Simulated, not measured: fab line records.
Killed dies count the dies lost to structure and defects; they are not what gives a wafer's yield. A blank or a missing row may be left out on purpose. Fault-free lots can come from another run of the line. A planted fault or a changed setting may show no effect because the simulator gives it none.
fab line records | flow n5Finfet
record: lots: 7 | wafers: 39
route steps=1938 shown PMOS_HMC_CHANNEL_EPI@73 DUMMY_GATE@220 MOL_CONTACT_COAG@584 BEOL_M4@1037 BEOL_M6@1233 BEOL_M11@1590 MIM_BOT_ETCH@1866 PASSIVATION@1923
startH: start of the lot's first displayed wafer, in hours after the record's first day | waitH: hours elapsed since this lot's preceding step | " same as the row above | L1.1+2: several wafers, shown together as one row | - no value, or no start given | * or withheld: withheld | < > ~ a bound
route shown NAME@n: names a module that has steps shown in the file, with the first one's number in the route | usual: mean and standard deviation over wafers with no fault | same: alike in all rows | chamber/n: place in a boat | sites: readings site by site | _std_site: the values' standard deviation | _edge_site: inner sites' mean taken away from outer sites' mean | radiusMm: for every site, how far away it sits from the centre of the wafer | mask NAME#n: copy n | behind: the tool/chamber that last shaped the wafer | hold: reason for holding the lot/hours on hold/outcome of the hold | device: transistor that didn't switch, given as n, p or np | end of line: tests run on the same wafers once the route is complete | a step without rows: its recipe alone | killed: at the first sort, the dies lost to defects and structure; wafer yield is something else | map: a wafer's dies, x killed, . not, _ none there
set.NAME: the setting that was run; set.NAME@STEP: the one run at that earlier step | model.NAME: the simulator's own value behind a step, which no gauge read
lots whose settings were changed on purpose; a table a step, a row a wafer
== steps ==
step: N5_PMOS_HMC_CHANNEL_EPI_ETCH_38
recipe: chemistry: CF4 | target: SiO2 | targetDepthA: 15 | ionEnergyEv: 350 | pressureMtorr: 10 | icpW: 800 | biasW: 400 | cf4FlowSccm: 80
lot.wafer | tool     | chamber | startH | waitH | set.targetDepthA | model.etch.depthNm
L075.1    | rieSi-06 | 1       | 24.47  | 0.0   | 15               | 1.493
L075.2    | "        | 2       | "      | "     | 15               | 1.58
L075.3    | "        | 0       | "      | "     | 15               | 1.479
L075.4    | "        | 3       | "      | "     | 15               | 1.485
L075.5    | "        | 0       | "      | "     | 15               | 1.504
L075.6    | "        | 1       | "      | "     | 15               | 1.488
L078.1    | rieSi-01 | 0       | 42.31  | 0.0   | 15               | 1.476
L078.2    | "        | 1       | "      | "     | 15               | 1.504
L078.3    | "        | 3       | "      | "     | 15               | 1.506
L078.4    | "        | 2       | "      | "     | 17.36            | 1.731
L078.5    | "        | 1       | "      | "     | 17.36            | 1.747
L078.6    | "        | 2       | "      | "     | 17.36            | 1.725
L079.1    | rieSi-06 | 1       | 48.33  | 0.0   | 17.66            | 1.771
L079.2    | "        | 0       | "      | "     | 15               | 1.5
L079.3    | "        | 2       | "      | "     | 15               | 1.575
L079.4    | "        | 3       | "      | "     | 17.66            | 1.738
L079.5    | "        | 0       | "      | "     | 17.66            | 1.75
L079.6    | "        | 1       | "      | "     | 15               | 1.507
L081.1    | rieSi-03 | 1       | 59.96  | 0.0   | 15               | 1.453
L081.4    | "        | 2       | "      | "     | 15               | 1.48
L081.5    | "        | 0       | "      | "     | 15               | 1.557
L086.1    | rieSi-01 | 1       | 89.96  | 0.0   | 15               | 1.508
L086.2    | "        | 0       | "      | "     | 7.934            | 0.7878
L086.3    | "        | 2       | "      | "     | 15               | 1.515
L086.4    | "        | 3       | "      | "     | 7.934            | 0.8029
L086.5    | "        | 2       | "      | "     | 7.934            | 0.8083
L086.6    | "        | 1       | "      | "     | 15               | 1.503
L091.1    | rieSi-03 | 1       | 120.23 | 0.0   | 15               | 1.448
L091.2    | "        | 0       | "      | "     | 15               | 1.554
L091.3    | "        | 3       | "      | "     | 15               | 1.478
L091.4    | "        | 2       | "      | "     | 15               | 1.49
L091.5    | "        | 1       | "      | "     | 15               | 1.458
L091.6    | "        | 0       | "      | "     | 15               | 1.547
L094.1    | rieSi-01 | 3       | 137.90 | 0.0   | 6.406            | 0.6462
L094.2    | "        | 2       | "      | "     | 15               | 1.518
L094.3    | "        | 1       | "      | "     | 6.406            | 0.6424
L094.4    | "        | 0       | "      | "     | 6.406            | 0.6325
L094.5    | "        | 0       | "      | "     | 15               | 1.482
L094.6    | "        | 1       | "      | "     | 15               | 1.498
step: N5_DUMMY_GATE_HM_DEP_06
recipe: material: SiNx | targetThkA: 800 | precursor: DCS/NH3 | tempC: 700 | pressureMtorr: 300 | timeS: 5141
lot.wafer    | tool     | chamber   | startH | waitH | set.timeS | model.SiNx_of_DUMMY_GATE_HM_DEP_06.thkNm
L075.1       | -        | -         | -      | 0.0   | 4275      | 66.2
L075.2       | "        | -         | "      | "     | 4275      | 65.8
L075.3       | "        | -         | "      | "     | 4275      | 65.4
L075.4       | "        | -         | "      | "     | 4275      | 66.4
L075.5       | "        | -         | "      | "     | 4275      | 65.6
L075.6       | "        | -         | "      | "     | 4275      | 66
L078.1+3+4+5 | -        | -         | -      | 0.0   | 7324      | 115
L078.2       | "        | -         | "      | "     | 7324      | 114.4
L078.6       | "        | -         | "      | "     | 7324      | 114.8
L079.1       | -        | -         | -      | 0.0   | 8213      | 128
L079.2+3+4+5 | "        | -         | "      | "     | 8213      | 127.4
L079.6       | "        | -         | "      | "     | 8213      | 127.6
L081.1+4     | lpcvd-01 | 0/65,0/79 | 87.66  | 0.0   | 5141      | 79.4
L081.5       | "        | 0/84      | "      | "     | 5141      | 79.2
L086.1       | -        | -         | -      | 0.0   | 7651      | 118.6
L086.2+5     | "        | -         | "      | "     | 7651      | 119.4
L086.3       | "        | -         | "      | "     | 7651      | 119.2
L086.4       | "        | -         | "      | "     | 7651      | 118.8
L086.6       | "        | -         | "      | "     | 7651      | 119.6
L091.1       | -        | -         | -      | 0.0   | 7351      | 113.6
L091.2+3+5   | "        | -         | "      | "     | 7351      | 113.8
L091.4       | "        | -         | "      | "     | 7351      | 114
L091.6       | "        | -         | "      | "     | 7351      | 114.2
L094.1+3     | -        | -         | -      | 0.0   | 8158      | 127
L094.2       | "        | -         | "      | "     | 8158      | 126.8
L094.4       | "        | -         | "      | "     | 8158      | 126.6
L094.5       | "        | -         | "      | "     | 8158      | 127.4
L094.6       | "        | -         | "      | "     | 8158      | 127.2
step: N5_MOL_CONTACT_COAG_ETCHBACK_135
recipe: chemistry: CHF3 | target: SiO2 | targetDepthA: 250 | timeS: 16.7 | ionEnergyEv: 200 | pressureMtorr: 30 | sourceW: 610 | biasW: 170 | Ar_flow_sccm: 200 | CHF3_flow_sccm: 50
lot.wafer  | tool       | chamber | startH | waitH | set.timeS | model.SOC_of_MOL_CONTACT_COAG_COAT_75.thkNm
L075.1+4   | rieDiel-03 | 0       | 107.30 | 0.0   | 16.7      | 57.4
L075.2+6   | "          | 3,1     | "      | "     | 6.975     | 58.8
L075.3     | "          | 1       | "      | "     | 6.975     | 59
L075.5     | "          | 3       | "      | "     | 16.7      | 57.2
L078.1+2   | rieDiel-01 | 0,2     | 125.79 | 0.0   | 10.14     | 58.2
L078.3     | "          | 3       | "      | "     | 16.7      | 57
L078.4     | "          | 1       | "      | "     | 16.7      | 57.2
L078.5     | "          | 1       | "      | "     | 10.14     | 58.4
L078.6     | "          | 2       | "      | "     | 16.7      | 57.4
L079.1+3+6 | rieDiel-01 | 0,3,0   | 132.24 | 0.0   | 16.7      | 57.4
L079.2+4+5 | "          | 1,2,1   | "      | "     | 16.7      | 57.2
L081.1+4+5 | rieDiel-06 | 1,2,3   | 147.65 | 0.0   | 16.7      | 57.2
L086.1+3+5 | rieDiel-01 | 2,3,3   | 176.93 | 0.0   | 9.459     | 58.4
L086.2     | "          | 1       | "      | "     | 16.7      | 57.4
L086.4+6   | "          | 2,1     | "      | "     | 16.7      | 57.2
L091.1+4   | rieDiel-03 | 2,3     | 203.90 | 0.0   | 12.31     | 58
L091.2+3+6 | "          | 0,1,1   | "      | "     | 16.7      | 57.4
L091.5     | "          | 2       | "      | "     | 12.31     | 58.2
L094.1+4   | rieDiel-03 | 2,0     | 220.23 | 0.0   | 9.787     | 58.6
L094.2+3+6 | "          | 3,1,2   | "      | "     | 16.7      | 57.4
L094.5     | "          | 3       | "      | "     | 9.787     | 58.4
step: N5_MOL_CONTACT_COAG_STRIP_118
recipe: chemistry: CHF3 | resist: SiARC | rfFrequencyHz: 6e+07
step: N5_MOL_CONTACT_COAG_VIA_ETCH_46
recipe: chemistry: C4F6/O2 | targetDepthA: 460 | overetchA: 92 | maskMaterial: SOC | target: SiO2 | biasW: 455 | pressureMtorr: 10 | timeS: 40 | sourceW: 325 | Ar_flow_sccm: 300 | C4F6_flow_sccm: 10 | O2_flow_sccm: 10 | ionEnergyEv: 575.3 | ends: endPoint
lot.wafer  | tool       | chamber | startH | waitH | set.timeS@MOL_CONTACT_COAG_ETCHBACK_135 | model.SOC_of_MOL_CONTACT_COAG_COAT_75.thkNm
L075.1+4   | rieDiel-03 | 0       | 107.33 | 0.0   | 16.7                                    | 51
L075.2+6   | "          | 3,1     | "      | "     | 6.975                                   | 52.4
L075.3     | "          | 1       | "      | "     | 6.975                                   | 52.6
L075.5     | "          | 3       | "      | "     | 16.7                                    | 50.6
L078.1     | rieDiel-01 | 0       | 125.82 | 0.0   | 10.14                                   | 51.8
L078.2+5   | "          | 2,1     | "      | "     | 10.14                                   | 51.6
L078.3     | "          | 3       | "      | "     | 16.7                                    | 50.4
L078.4     | "          | 1       | "      | "     | 16.7                                    | 50.6
L078.6     | "          | 2       | "      | "     | 16.7                                    | 50.8
L079.1+4   | rieDiel-01 | 0,2     | 132.28 | 0.0   | 16.7                                    | 50.8
L079.2+3+5 | "          | 1,3,1   | "      | "     | 16.7                                    | 50.6
L079.6     | "          | 0       | "      | "     | 16.7                                    | 51
L081.1+4+5 | rieDiel-06 | 1,2,3   | 147.68 | 0.0   | 16.7                                    | 50.4
L086.1+5   | rieDiel-01 | 2,3     | 176.97 | 0.0   | 9.459                                   | 51.8
L086.2     | "          | 1       | "      | "     | 16.7                                    | 50.8
L086.3     | "          | 3       | "      | "     | 9.459                                   | 51.6
L086.4+6   | "          | 2,1     | "      | "     | 16.7                                    | 50.6
L091.1+5   | rieDiel-03 | 2       | 203.94 | 0.0   | 12.31                                   | 51.6
L091.2     | "          | 0       | "      | "     | 16.7                                    | 51
L091.3+6   | "          | 1       | "      | "     | 16.7                                    | 50.8
L091.4     | "          | 3       | "      | "     | 12.31                                   | 51.2
L094.1     | rieDiel-03 | 2       | 220.26 | 0.0   | 9.787                                   | 52.2
L094.2     | "          | 3       | "      | "     | 16.7                                    | 50.6
L094.3+6   | "          | 1,2     | "      | "     | 16.7                                    | 51
L094.4     | "          | 0       | "      | "     | 9.787                                   | 52
L094.5     | "          | 3       | "      | "     | 9.787                                   | 51.6
step: N5_BEOL_M4_DESCUM_16
recipe: chemistry: O2 | timeS: 7 | sourcePowerW: 50 | biasPowerW: 20 | pressureMtorr: 20 | rfFrequencyHz: 2.712e+07 | tempC: 40 | resist: CAR-EUV | o2FlowSccm: 225
lot.wafer  | tool       | chamber | startH | waitH | set.timeS | model.CAR-EUV_of_BEOL_M4_COAT_05.thkNm
L075.1+2   | rieDiel-01 | 3,0     | 164.86 | 0.0   | 5.564     | 26.8
L075.3     | "          | 2       | "      | "     | 5.564     | 26.6
L075.4+5+6 | "          | 1,1,0   | "      | "     | 7         | 26
L078.1     | rieDiel-06 | 0       | 173.48 | 0.1   | 10.14     | 24.6
L078.2+3   | "          | 2,3     | "      | "     | 10.14     | 24.4
L078.4+5+6 | "          | 1,1,0   | "      | "     | 7         | 26
L079.1     | rieDiel-03 | 2       | 182.09 | 0.0   | 4.91      | 27.2
L079.2+3   | "          | 0,1     | "      | "     | 4.91      | 27
L079.4+5   | "          | 3       | "      | "     | 7         | 26
L079.6     | "          | 0       | "      | "     | 7         | 26.2
L081.1+5   | rieDiel-01 | 2,3     | 201.88 | 0.0   | 7         | 26
L081.4     | "          | 1       | "      | "     | 7         | 26.2
L086.1+3+4 | rieDiel-06 | 2,3,0   | 229.92 | 0.0   | 7         | 26.2
L086.2+6   | "          | 1,3     | "      | "     | 10.02     | 24.6
L086.5     | "          | 2       | "      | "     | 10.02     | 24.8
L091.1+5+6 | rieDiel-03 | 3,2,3   | 266.50 | 0.0   | 5.507     | 26.8
L091.2+3+4 | "          | 2,1,0   | "      | "     | 7         | 26
L094.1     | rieDiel-06 | 3       | 282.46 | 0.0   | 4.646     | 27.4
L094.2+4   | "          | 2,1     | "      | "     | 7         | 26.2
L094.3+6   | "          | 0,2     | "      | "     | 4.646     | 27.2
L094.5     | "          | 3       | "      | "     | 7         | 26
step: N5_BEOL_M4_ETCH_74
recipe: chemistry: N2/H2 | target: underlayer | targetDepthA: 65 | maskMaterial: CAR-EUV | timeS: 5.2 | ionEnergyEv: 200 | pressureMtorr: 30 | sourceW: 840 | biasW: 150 | n2FlowSccm: 200 | h2FlowSccm: 200 | ends: cleared
lot.wafer  | tool       | chamber | startH | waitH | set.timeS@BEOL_M4_DESCUM_16 | model.CAR-EUV_of_BEOL_M4_COAT_05.thkNm
L075.1+2+3 | rieDiel-01 | 3,0,2   | 164.90 | 0.0   | 5.564                       | 21
L075.4+5   | "          | 1       | "      | "     | 7                           | 20.4
L075.6     | "          | 0       | "      | "     | 7                           | 20.2
L078.1     | rieDiel-06 | 0       | 173.51 | 0.0   | 10.14                       | 18.8
L078.2+3   | "          | 2,3     | "      | "     | 10.14                       | 18.6
L078.4     | "          | 1       | "      | "     | 7                           | 20.4
L078.5+6   | "          | 1,0     | "      | "     | 7                           | 20.2
L079.1+2+3 | rieDiel-03 | 2,0,1   | 182.12 | 0.0   | 4.91                        | 21.4
L079.4+5   | "          | 3       | "      | "     | 7                           | 20.2
L079.6     | "          | 0       | "      | "     | 7                           | 20.4
L081.1+5   | rieDiel-01 | 2,3     | 201.92 | 0.0   | 7                           | 20.2
L081.4     | "          | 1       | "      | "     | 7                           | 20.4
L086.1+3   | rieDiel-06 | 2,3     | 229.95 | 0.0   | 7                           | 20.4
L086.2+6   | "          | 1,3     | "      | "     | 10.02                       | 18.8
L086.4     | "          | 0       | "      | "     | 7                           | 20.6
L086.5     | "          | 2       | "      | "     | 10.02                       | 19
L091.1+5+6 | rieDiel-03 | 3,2,3   | 266.53 | 0.0   | 5.507                       | 21
L091.2+3   | "          | 2,1     | "      | "     | 7                           | 20.2
L091.4     | "          | 0       | "      | "     | 7                           | 20.4
L094.1+3+6 | rieDiel-06 | 3,0,2   | 282.50 | 0.0   | 4.646                       | 21.6
L094.2+4   | "          | 2,1     | "      | "     | 7                           | 20.4
L094.5     | "          | 3       | "      | "     | 7                           | 20.2
step: N5_BEOL_M6_ETCH_66
recipe: chemistry: N2/H2 | target: SOC | targetDepthA: 800 | overetchA: 160 | maskMaterial: SiARC | tempC: 40 | timeS: 120 | ionEnergyEv: 200 | pressureMtorr: 30 | sourceW: 840 | biasW: 150 | n2FlowSccm: 200 | h2FlowSccm: 200
lot.wafer  | tool       | chamber | startH | waitH | set.targetDepthA | model.SiARC_of_BEOL_M6_COAT_64.thkNm | model.BEOL_M6.cdNm
L075.1     | rieDiel-01 | 3       | 192.40 | 0.0   | 568.8            | 7.8                                  | 39.2
L075.2     | "          | 1       | "      | "     | 568.8            | 7.6                                  | 40
L075.3     | "          | 0       | "      | "     | 800              | 6.4                                  | 40.4
L075.4     | "          | 2       | "      | "     | 800              | 6.6                                  | 40.2
L075.5     | "          | 0       | "      | "     | 800              | 6.4                                  | 40.6
L075.6     | "          | 3       | "      | "     | 568.8            | 7.8                                  | 39
L078.1     | rieDiel-06 | 0       | 195.56 | 0.0   | 1032             | 5.2                                  | 40.4
L078.2     | "          | 3       | "      | "     | 800              | 6.2                                  | 40
L078.3     | "          | 1       | "      | "     | 1032             | 4.8                                  | 41
L078.4     | "          | 0       | "      | "     | 1032             | 5                                    | 40.4
L078.5     | "          | 1       | "      | "     | 800              | 6.4                                  | 40
L078.6     | "          | 3       | "      | "     | 800              | 6.2                                  | 40.4
L079.1     | rieDiel-03 | 2       | 205.35 | 0.0   | 1077             | 5                                    | 41
L079.2+4+6 | "          | 1,0,1   | "      | "     | 800              | 6.4                                  | 40.2
L079.3     | "          | 3       | "      | "     | 1077             | 4.4                                  | 41.2
L079.5     | "          | 0       | "      | "     | 1077             | 4.8                                  | 41
L081.1     | rieDiel-03 | 2       | 225.27 | 0.0   | 800              | 6.6                                  | 40.2
L081.4     | "          | 3       | "      | "     | 800              | 6.2                                  | 40.2
L081.5     | "          | 0       | "      | "     | 800              | 6.4                                  | 40.2
L086.1     | rieDiel-03 | 0       | 258.69 | 0.0   | 800              | 6.4                                  | 40.2
L086.2     | "          | 3       | "      | "     | 800              | 6.2                                  | 40.6
L086.3     | "          | 2       | "      | "     | 478.3            | 8.4                                  | 39.6
L086.4+6   | "          | 1       | "      | "     | 478.3            | 8.2                                  | 39.2
L086.5     | "          | 0       | "      | "     | 800              | 6.4                                  | 40
L091.1     | rieDiel-03 | 3       | 290.66 | 0.0   | 800              | 6.2                                  | 40
L091.2+3+6 | "          | 1,2,1   | "      | "     | 800              | 6.6                                  | 39.8
L091.4     | "          | 3       | "      | "     | 800              | 6.2                                  | 40.2
L091.5     | "          | 2       | "      | "     | 800              | 6.8                                  | 40
L094.1     | rieDiel-01 | 3       | 318.05 | 0.0   | 800              | 6.2                                  | 40.2
L094.2     | "          | 0       | "      | "     | 1028             | 5                                    | 40.8
L094.3     | "          | 1       | "      | "     | 1028             | 5                                    | 41.2
L094.4+6   | "          | 2,3     | "      | "     | 800              | 6.2                                  | 40.4
L094.5     | "          | 2       | "      | "     | 1028             | 4.8                                  | 41.2
step: N5_BEOL_M11_ALD_74
recipe: material: TaN | targetThkA: 20 | tempC: 275 | aldPrecursorFamily: PDMAT | aldCoReactant: NH3 | pressureTorr: 3 | carrierFlowSccm: 1500 | pulseTimeS: 2 | purgeTimeS: 3 | coReactantPurgeTimeS: 2 | coReactantPulseTimeS: 3 | aldCycles: 40 | precursorVesselTempC: 75 | precursorVesselPressureTorr: 26.25 | precursorVesselCarrierSccm: 1000
lot.wafer  | tool        | chamber | startH | waitH | set.aldCycles | model.TaN_of_BEOL_M11_ALD_74.thkNm
L075.1+3+4 | aldMetal-02 | 1,3,0   | 238.03 | 0.0   | 24            | 1.2
L075.2+5+6 | "           | 2,3,2   | "      | "     | 40            | 2
L078.1+2+5 | aldMetal-04 | 1,0,3   | 238.32 | 0.1   | 40            | 2
L078.3+4+6 | "           | 3,2,0   | "      | "     | 46            | 2.2
L079.1+3+6 | aldMetal-02 | 1,3,3   | 257.68 | 0.0   | 61            | 3
L079.2+4+5 | "           | 2,0,0   | "      | "     | 40            | 2
L081.1+4+5 | aldMetal-04 | 0,2,3   | 275.52 | 0.0   | 40            | 2
L086.1+5+6 | aldMetal-04 | 1,0,1   | 299.27 | 0.3   | 40            | 2
L086.2+3+4 | "           | 0,3,2   | "      | "     | 47            | 2.4
L091.1+3+4 | aldMetal-01 | 1,2,3   | 332.49 | 0.0   | 40            | 2
L091.2+5+6 | "           | 0,1,2   | "      | "     | 48            | 2.4
L094.1+3+5 | aldMetal-01 | 1,3,1   | 363.74 | 0.2   | 40            | 2
L094.2+4+6 | "           | 0,2,0   | "      | "     | 17            | 0.8
step: N5_MIM_BOT_ETCH_ETCH_04
recipe: chemistry: CF4/O2 | target: SiNx | targetDepthA: 260 | timeS: 13 | ionEnergyEv: 100 | pressureMtorr: 40 | sourceW: 535 | biasW: 49 | Ar_flow_sccm: 100 | cf4FlowSccm: 100 | O2_flow_sccm: 10
lot.wafer | tool       | chamber | startH | waitH | set.timeS | model.etch.depthNm | model.MIM_BOT_ETCH.cdOffsetNm
L078.1    | rieDiel-01 | 1       | 275.22 | 0.0   | 13        | 26.07              | 0
L078.2    | "          | 3       | "      | "     | 15.22     | 31.65              | -0.2
L078.3    | "          | 0       | "      | "     | 15.22     | 31.3               | -0.2
L078.4    | "          | 2       | "      | "     | 15.22     | 31.76              | -0.2
L078.5    | "          | 3       | "      | "     | 13        | 26.64              | 0
L078.6    | "          | 2       | "      | "     | 13        | 27.35              | 0
L075.1    | rieDiel-06 | 0       | 275.27 | 0.0   | 18.1      | 35.41              | -0.4
L075.2    | "          | 3       | "      | "     | 13        | 27.1               | 0
L075.3    | "          | 1       | "      | "     | 18.1      | 37.07              | -0.6
L075.4    | "          | 2       | "      | "     | 13        | 26.15              | 0
L075.5    | "          | 0       | "      | "     | 18.1      | 35.32              | -0.6
L075.6    | "          | 1       | "      | "     | 13        | 26.68              | -0.2
L079.1    | rieDiel-03 | 0       | 288.01 | 0.0   | 13        | 25.77              | 0
L079.2    | "          | 1       | "      | "     | 13        | 26.09              | 0
L079.3    | "          | 3       | "      | "     | 13        | 27.76              | -0.2
L079.4    | "          | 2       | "      | "     | 13        | 25.62              | 0
L079.5    | "          | 3       | "      | "     | 13        | 27.41              | -0.2
L079.6    | "          | 0       | "      | "     | 13        | 26.14              | 0
L081.1    | rieDiel-03 | 1       | 305.51 | 0.0   | 13        | 25.65              | -0.2
L081.4    | "          | 2       | "      | "     | 13        | 25.36              | -0.2
L081.5    | "          | 0       | "      | "     | 13        | 25.67              | 0
L086.1    | rieDiel-06 | 1       | 327.88 | 0.0   | 16.72     | 33.78              | -0.4
L086.2    | "          | 2       | "      | "     | 16.72     | 33.39              | -0.4
L086.3    | "          | 0       | "      | "     | 16.72     | 32.59              | -0.4
L086.4    | "          | 3       | "      | "     | 13        | 27.14              | 0
L086.5    | "          | 0       | "      | "     | 13        | 25.08              | 0
L086.6    | "          | 1       | "      | "     | 13        | 26.27              | 0
L091.1    | rieDiel-06 | 2       | 366.40 | 0.0   | 9.552     | 19.06              | 0.4
L091.2    | "          | 3       | "      | "     | 13        | 27.23              | 0
L091.3    | "          | 1       | "      | "     | 13        | 26.05              | 0
L091.4    | "          | 0       | "      | "     | 9.552     | 18.37              | 0.2
L091.5    | "          | 1       | "      | "     | 13        | 26.01              | 0
L091.6    | "          | 0       | "      | "     | 9.552     | 18.47              | 0.2
L094.1    | rieDiel-03 | 3       | 394.52 | 0.0   | 13        | 27.66              | 0
L094.2    | "          | 1       | "      | "     | 13        | 26.2               | 0
L094.3    | "          | 0       | "      | "     | 16.56     | 32.68              | -0.4
L094.4    | "          | 2       | "      | "     | 16.56     | 32.17              | -0.2
L094.5    | "          | 0       | "      | "     | 13        | 25.36              | 0
L094.6    | "          | 3       | "      | "     | 16.56     | 35.31              | -0.4
step: N5_PASSIVATION_DEVELOP_43
recipe: developTimeS: 60 | rinseLiquid: diw | dry: airSpin | devTempC: 21
lot.wafer        | tool          | chamber | startH | waitH | set.developTimeS
L078.1+3+6       | lithoTrack-03 | 0       | -      | -     | 93.76
L078.2+4+5       | "             | 0       | "      | "     | 60
L075.1+4+6       | lithoTrack-02 | 0       | -      | -     | 60
L075.2+3+5       | "             | 0       | "      | "     | 85.71
L079.1+2+3       | lithoTrack-03 | 0       | -      | -     | 60
L079.4+5+6       | "             | 0       | "      | "     | 35.39
L081.1+4+5       | lithoTrack-05 | 0       | -      | -     | 60
L086.1+2+6       | lithoTrack-02 | 0       | -      | -     | 60
L086.3+4+5       | "             | 0       | "      | "     | 85.16
L091.1+2+6       | lithoTrack-02 | 0       | -      | -     | 72.92
L091.3+4+5       | "             | 0       | "      | "     | 60
L094.1+2+3+4+5+6 | lithoTrack-05 | 0       | -      | -     | 60
step: N5_PASSIVATION_HARDBAKE_45
recipe: tempC: 130 | timeS: 120
step: N5_PASSIVATION_CD_MEAS_44
recipe: targetCdNm: 40000 | landingEnergyEv: 500 | detector: seInlens
usual: cdNm: 40000/4
lot.wafer | tool     | chamber | startH | waitH | set.developTimeS@PASSIVATION_DEVELOP_43 | cdNm
L078.1    | cdSem-03 | 0       | 283.07 | -     | 93.76                                   | 40024
L078.2    | "        | 0       | "      | "     | 60                                      | 40009
L078.3    | "        | 0       | "      | "     | 93.76                                   | 40022
L078.4    | "        | 0       | "      | "     | 60                                      | 40005
L078.5    | "        | 0       | "      | "     | 60                                      | 40001
L078.6    | "        | 0       | "      | "     | 93.76                                   | 40018
L075.1    | cdSem-03 | 0       | 283.23 | -     | 60                                      | 39994
L075.2    | "        | 0       | "      | "     | 85.71                                   | 40011
L075.3    | "        | 0       | "      | "     | 85.71                                   | 40014
L075.4    | "        | 0       | "      | "     | 60                                      | 39999
L075.5    | "        | 0       | "      | "     | 85.71                                   | 40014
L075.6    | "        | 0       | "      | "     | 60                                      | 39993
L079.1    | cdSem-02 | 0       | 293.89 | -     | 60                                      | 39996
L079.2    | "        | 0       | "      | "     | 60                                      | 40001
L079.3    | "        | 0       | "      | "     | 60                                      | 39998
L079.4    | "        | 0       | "      | "     | 35.39                                   | 39981
L079.5    | "        | 0       | "      | "     | 35.39                                   | 39986
L079.6    | "        | 0       | "      | "     | 35.39                                   | 39984
L081.1    | cdSem-02 | 0       | 311.30 | -     | 60                                      | 39997
L081.4    | "        | 0       | "      | "     | 60                                      | 39997
L081.5    | "        | 0       | "      | "     | 60                                      | 39997
L086.1    | cdSem-02 | 0       | 335.31 | -     | 60                                      | 40002
L086.2    | "        | 0       | "      | "     | 60                                      | 39994
L086.3    | "        | 0       | "      | "     | 85.16                                   | 40012
L086.4    | "        | 0       | "      | "     | 85.16                                   | 40008
L086.5    | "        | 0       | "      | "     | 85.16                                   | 40011
L086.6    | "        | 0       | "      | "     | 60                                      | 40002
L091.1    | cdSem-03 | 0       | 373.57 | -     | 72.92                                   | 40003
L091.2    | "        | 0       | "      | "     | 72.92                                   | 40005
L091.3    | "        | 0       | "      | "     | 60                                      | 39993
L091.4    | "        | 0       | "      | "     | 60                                      | 39998
L091.5    | "        | 0       | "      | "     | 60                                      | 40002
L091.6    | "        | 0       | "      | "     | 72.92                                   | 40008
L094.1    | cdSem-02 | 0       | 400.50 | -     | 60                                      | 39999
L094.2    | "        | 0       | "      | "     | 60                                      | 40002
L094.3    | "        | 0       | "      | "     | 60                                      | 40002
L094.4    | "        | 0       | "      | "     | 60                                      | 39995
L094.5    | "        | 0       | "      | "     | 60                                      | 40002
L094.6    | "        | 0       | "      | "     | 60                                      | 39998
== key ==
split: step: N5_PMOS_HMC_CHANNEL_EPI_ETCH_38 | setting: targetDepthA | stated: 15 | by: wafer
response: step: N5_PMOS_HMC_CHANNEL_EPI_ETCH_38 | reading: model.etch.depthNm | change: +0.0149 | per: 1% | r: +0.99
split: step: N5_DUMMY_GATE_HM_DEP_06 | setting: timeS | stated: 5141 | by: lot
response: step: N5_DUMMY_GATE_HM_DEP_06 | reading: model.SiNx_of_DUMMY_GATE_HM_DEP_06.thkNm | change: +0.809 | per: 1% | r: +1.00
split: step: N5_MOL_CONTACT_COAG_ETCHBACK_135 | setting: timeS | stated: 16.7 | by: wafer
response: step: N5_MOL_CONTACT_COAG_ETCHBACK_135 | reading: model.SOC_of_MOL_CONTACT_COAG_COAT_75.thkNm | change: -0.0266 | per: 1% | r: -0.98
response: step: N5_MOL_CONTACT_COAG_VIA_ETCH_46 | reading: model.SOC_of_MOL_CONTACT_COAG_COAT_75.thkNm | change: -0.0262 | per: 1% | r: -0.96
split: step: N5_BEOL_M4_DESCUM_16 | setting: timeS | stated: 7 | by: wafer
response: step: N5_BEOL_M4_DESCUM_16 | reading: model.CAR-EUV_of_BEOL_M4_COAT_05.thkNm | change: -0.0347 | per: 1% | r: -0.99
response: step: N5_BEOL_M4_ETCH_74 | reading: model.CAR-EUV_of_BEOL_M4_COAT_05.thkNm | change: -0.0364 | per: 1% | r: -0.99
split: step: N5_BEOL_M6_ETCH_66 | setting: targetDepthA | stated: 800 | by: wafer
response: step: N5_BEOL_M6_ETCH_66 | reading: model.SiARC_of_BEOL_M6_COAT_64.thkNm | change: -0.0462 | per: 1% | r: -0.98
response: step: N5_BEOL_M6_ETCH_66 | reading: model.BEOL_M6.cdNm | change: +0.0247 | per: 1% | r: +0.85
split: step: N5_BEOL_M11_ALD_74 | setting: aldCycles | stated: 40 | by: wafer
response: step: N5_BEOL_M11_ALD_74 | reading: model.TaN_of_BEOL_M11_ALD_74.thkNm | change: +0.02 | per: 1% | r: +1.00
split: step: N5_MIM_BOT_ETCH_ETCH_04 | setting: timeS | stated: 13 | by: wafer
response: step: N5_MIM_BOT_ETCH_ETCH_04 | reading: model.etch.depthNm | change: +0.256 | per: 1% | r: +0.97
response: step: N5_MIM_BOT_ETCH_ETCH_04 | reading: model.MIM_BOT_ETCH.cdOffsetNm | change: -0.012 | per: 1% | r: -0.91
split: step: N5_PASSIVATION_DEVELOP_43 | setting: developTimeS | stated: 60 | by: wafer
response: step: N5_PASSIVATION_CD_MEAS_44 | reading: cdNm | change: +0.328 | per: 1% | r: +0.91
